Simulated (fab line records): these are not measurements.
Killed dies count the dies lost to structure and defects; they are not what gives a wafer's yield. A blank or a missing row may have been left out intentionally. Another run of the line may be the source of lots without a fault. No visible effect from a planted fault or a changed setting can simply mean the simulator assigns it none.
Problem report, 8D (eight disciplines) form, completed by code + flow n5Finfet + the parts of the form that need people (team, actions taken, sign-off) are left out

== 1. PROBLEM STATEMENT ==
Mean of biasW at N5_BEOL_M7_ETCH_41: 87.03 W across 2 wafers in 2 lots; on wafers with no fault it is 75.02 W (standard deviation 0.24). Measured from the usual mean, that is +50 standard deviations.
The step: etches SiCN in CH3F/O2, target depth 31.9 nm, time 57.8 s.
Seen first at day 13 00:07 on rieDiel-05, wafer L475.5. The record holds 33 wafers of 11 lots with a number at this step. By rule, "out" or "out of limits" means more than 4 standard deviations away from the usual mean. The rest of the wafers with a number are treated as sound.

== 2. WHAT IT IS AND WHAT IT IS NOT ==
| question                    | is                | is not                                                                                 |
|-----------------------------|-------------------|----------------------------------------------------------------------------------------|
| which readings at this step | biasW, rfVppV     | drypumpMotorCurrentA, oesProductAu, showerheadPlenumPTorr, throttleValvePct            |
| which lots                  | L475, L481        | L466, L467, L469, L471, L472, L473, L477, L484, L485                                   |
| which wafers of those lots  | L475.5, L481.6    | L475.4, L475.6, L481.2, L481.5                                                         |
| read on which tools         | rieDiel-05        | rieDiel-03, rieDiel-06                                                                 |
| when                        | from day 13 00:07 | up to then (20 sound wafers); but 11 sound wafers of L477, L481, L484, L485 came after |

== 3. WHAT RULES OUT EACH SUSPECT ==
Counting: a tool at a process step up to the reading stays a suspect if it ran every lot that is out. Sound lots after the first of them don't rule it out here, since some wafers of a struck lot are sound.
- rieDiel-05 at N5_BEOL_M7_ETCH_41 (etches SiCN in CH3F/O2, target depth 31.9 nm, time 57.8 s): kept. It ran every lot that is out, first L475 (day 13 00:07); its last sound lot up to then is L471 (day 12 00:06). Its own readings are out on those wafers: biasW, rfVppV.
- In rieDiel-05 at N5_BEOL_M7_ETCH_41, the wafers that are out were processed in chamber 3 and their sound lot-mates in chambers 0, 1, 2.
The count leaves rieDiel-05 at N5_BEOL_M7_ETCH_41.

== 4. THE CAUSE (what the simulator had put in) ==
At N5_BEOL_M7_ETCH_41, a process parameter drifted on rieDiel-05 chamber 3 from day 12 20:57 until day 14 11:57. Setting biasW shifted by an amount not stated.
After counting, this tool was the only one left.

== 5. SEQUENCE OF EFFECTS, ordered by route ==
Each row: a reading where the mean over the struck wafers with a number is more than 3 standard deviations away from the usual. Only readings for which the record gives a usual standard deviation are gone through. hours: the time from each lot's start at the first step in this table that gives one to its start at this step, as a median over the lots. sigmas: the change in usual standard deviations.
| hours | step               | reading | usual   | on struck wafers | change | sigmas |
|-------|--------------------|---------|---------|------------------|--------|--------|
| 0     | N5_BEOL_M7_ETCH_41 | biasW   | 75.02 W | 87.03            | +12.01 | +50    |
| 0     | N5_BEOL_M7_ETCH_41 | rfVppV  | 297.5 V | 328.1            | +30.6  | +22    |
It contains these process steps:
- N5_BEOL_M7_ETCH_41: etches SiCN in CH3F/O2, target depth 31.9 nm, time 57.8 s.
At these later measuring or inspecting steps, every struck wafer for which the step has a row has a number for every such reading, and none has moved that far: N5_BEOL_M7_OCD_MEAS_38, N5_BEOL_M7_CD_MEAS_35.

== 6. WHAT WOULD HAVE CAUGHT IT SOONER ==
First out-of-limits reading in this record: day 13 00:07, which is 3 hours after fault onset at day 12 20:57.
